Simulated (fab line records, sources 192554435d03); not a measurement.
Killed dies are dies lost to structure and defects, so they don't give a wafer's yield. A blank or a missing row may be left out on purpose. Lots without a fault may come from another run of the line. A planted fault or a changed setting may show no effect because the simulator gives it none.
Chamber matching | flow n5_finfet | N5_BEOL_M13_ILD_DEP_00 on pecvd-02: 3 sister chambers
The step deposits SiOC from DEMS/O2, target thk 837.92 nm, time 166.4 s. 14 wafers are shown with their chamber, then 7 later ones without.

WAFERS WITH THEIR CHAMBER
wafer  | chamber | throttle_valve_pct (%) | heater_power_w (W) | showerhead_plenum_p_Torr (Torr)
L075.1 | 0       | 12.1                   | 515                | 5.705
L075.2 | 1       | 11.4                   | 448                | 5.711
L075.3 | 2       | 11.9                   | 505                | 5.689
L081.2 | 0       | 12.2                   | 516                | 5.707
L081.3 | 2       | 11.9                   | 497                | 5.701
L081.6 | 0       | 12.4                   | 571                | 5.709
L086.1 | 1       | 11.3                   | 463                | 5.707
L086.3 | 0       | 12.5                   | 578                | 5.706
L086.5 | 0       | 12.4                   | 490                | 5.695
L091.1 | 1       | 11.4                   | 419                | 5.711
L091.4 | 1       | 11.4                   | 448                | 5.701
L091.5 | 2       | 11.8                   | 429                | 5.690
L090.3 | 0       | 12.3                   | 490                | 5.713
L090.5 | 0       | 12.4                   | 543                | 5.699

SIGNATURES (means of the wafers above)
reading                  | chamber 0 | chamber 1 | chamber 2 | scatter within a chamber
throttle_valve_pct       | 12.329    | 11.375    | 11.867    | 0.108
heater_power_w           | 529.00    | 444.50    | 477.00    | 33.4
showerhead_plenum_p_Torr | 5.70486   | 5.70750   | 5.69333   | 0.00585
Rule: a wafer's distance from a chamber is the root of the sum, over the readings, of the square of ((its reading less the chamber's mean) divided by the reading's scatter). The wafer belongs to the nearest chamber; if the next one is less than 2 further off, it can't be placed. The scatter: the root of (the sum of the squares of (reading less its chamber's mean) over the shown wafers, divided by (wafers less chambers)).

WAFERS WITHOUT THEIR CHAMBER
wafer  | throttle_valve_pct (%) | heater_power_w (W) | showerhead_plenum_p_Torr (Torr)
L090.6 | 11.4                   | 468                | 5.708
L093.2 | 12.6                   | 585                | 5.714
L093.3 | 11.4                   | 435                | 5.722
L093.4 | 11.6                   | 458                | 5.691
L097.1 | 11.8                   | 387                | 5.729
L097.3 | 12.5                   | 596                | 5.724
L097.5 | 12.0                   | 462                | 5.691

WHICH CHAMBER EACH WENT THROUGH
wafer  | from the rows above     | in truth
L090.6 | 1                       | 1
L093.2 | 0                       | 0
L093.3 | 1                       | 1
L093.4 | can't be placed: 2 or 1 | 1
L097.1 | can't be placed: 1 or 2 | 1
L097.3 | 0                       | 0
L097.5 | 2                       | 2
Placed correctly: 5 of 7. Can't be placed from these rows: 2 (the true chamber is among the candidates in 2). Placed wrongly: 0.
